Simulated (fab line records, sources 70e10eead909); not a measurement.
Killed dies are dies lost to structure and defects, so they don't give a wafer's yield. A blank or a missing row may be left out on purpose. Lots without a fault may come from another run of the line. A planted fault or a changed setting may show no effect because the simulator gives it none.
Chamber matching | flow nand_harc | NHARC_A_BONDPAD_DESCUM_11 on rie_diel-10: 4 sister chambers
The step chemistry O2, time 3 s. 33 wafers are shown with their chamber, then 12 later ones without.

WAFERS WITH THEIR CHAMBER
wafer  | chamber | drypump_motor_current_A (A) | oes_product_au (a.u.) | rf_vpp_V (V)
L075.2 | 0       | 5.6                         | 1.015                 | 58.7
L075.3 | 1       | 6.4                         | 1.006                 | 58.8
L075.5 | 3       | 5.8                         | 0.995                 | 58.2
L078.2 | 0       | 5.6                         | 0.989                 | 57.6
L078.5 | 3       | 5.8                         | 0.989                 | 59.0
L078.6 | 0       | 5.6                         | 0.992                 | 59.4
L079.3 | 2       | 4.9                         | 1.005                 | 60.0
L079.5 | 3       | 5.8                         | 0.990                 | 57.3
L079.6 | 0       | 5.5                         | 1.004                 | 59.3
L080.1 | 0       | 5.6                         | 1.008                 | 57.0
L080.2 | 1       | 6.4                         | 1.017                 | 59.0
L080.4 | 2       | 4.9                         | 1.004                 | 57.0
L081.2 | 0       | 5.6                         | 1.004                 | 58.2
L081.3 | 1       | 6.4                         | 1.003                 | 59.9
L081.5 | 3       | 5.8                         | 1.004                 | 57.3
L083.1 | 1       | 6.4                         | 0.996                 | 58.5
L083.2 | 2       | 4.9                         | 1.007                 | 58.2
L083.6 | 1       | 6.4                         | 1.006                 | 56.7
L084.4 | 0       | 5.6                         | 1.007                 | 58.4
L084.5 | 3       | 5.8                         | 1.009                 | 57.5
L084.6 | 2       | 5.0                         | 1.006                 | 57.6
L086.2 | 0       | 5.6                         | 1.000                 | 59.9
L086.5 | 2       | 5.0                         | 1.003                 | 58.0
L086.6 | 1       | 6.4                         | 0.997                 | 58.1
L088.1 | 1       | 6.4                         | 1.003                 | 58.6
L088.4 | 0       | 5.5                         | 1.000                 | 57.1
L088.6 | 1       | 6.4                         | 1.003                 | 57.1
L089.1 | 3       | 5.8                         | 0.996                 | 57.4
L089.2 | 1       | 6.4                         | 0.998                 | 59.0
L089.5 | 2       | 5.0                         | 1.007                 | 57.6
L090.3 | 1       | 6.4                         | 0.996                 | 57.3
L090.4 | 2       | 5.0                         | 0.992                 | 59.0
L090.6 | 1       | 6.4                         | 0.993                 | 56.9

SIGNATURES (means of the wafers above)
reading                 | chamber 0 | chamber 1 | chamber 2 | chamber 3 | scatter within a chamber
drypump_motor_current_A | 5.578     | 6.400     | 4.957     | 5.800     | 0.0336
oes_product_au          | 1.00211   | 1.00164   | 1.00343   | 0.99717   | 0.00706
rf_vpp_V                | 58.400    | 58.173    | 58.200    | 57.783    | 0.976
Rule: a wafer's distance from a chamber is the root of the sum, over the readings, of the square of ((its reading less the chamber's mean) divided by the reading's scatter). The wafer belongs to the nearest chamber; if the next one is less than 2 further off, it can't be placed. The scatter: the root of (the sum of the squares of (reading less its chamber's mean) over the shown wafers, divided by (wafers less chambers)).

WAFERS WITHOUT THEIR CHAMBER
wafer  | drypump_motor_current_A (A) | oes_product_au (a.u.) | rf_vpp_V (V)
L093.1 | 5.8                         | 1.007                 | 58.0
L093.2 | 5.6                         | 1.006                 | 57.9
L093.6 | 5.8                         | 1.003                 | 58.7
L094.1 | 5.8                         | 1.015                 | 58.0
L094.2 | 5.6                         | 1.012                 | 57.4
L094.6 | 6.4                         | 1.011                 | 58.4
L096.2 | 5.0                         | 1.011                 | 58.5
L096.3 | 6.4                         | 0.993                 | 58.8
L096.4 | 5.8                         | 1.008                 | 57.9
L097.1 | 5.6                         | 0.985                 | 57.3
L097.3 | 5.8                         | 1.005                 | 58.1
L097.6 | 5.8                         | 0.995                 | 59.1

WHICH CHAMBER EACH WENT THROUGH
wafer  | from the rows above | in truth
L093.1 | 3                   | 3
L093.2 | 0                   | 0
L093.6 | 3                   | 3
L094.1 | 3                   | 3
L094.2 | 0                   | 0
L094.6 | 1                   | 1
L096.2 | 2                   | 2
L096.3 | 1                   | 1
L096.4 | 3                   | 3
L097.1 | 0                   | 0
L097.3 | 3                   | 3
L097.6 | 3                   | 3
Placed correctly: 12 of 12. Can't be placed from these rows: 0. Placed wrongly: 0.
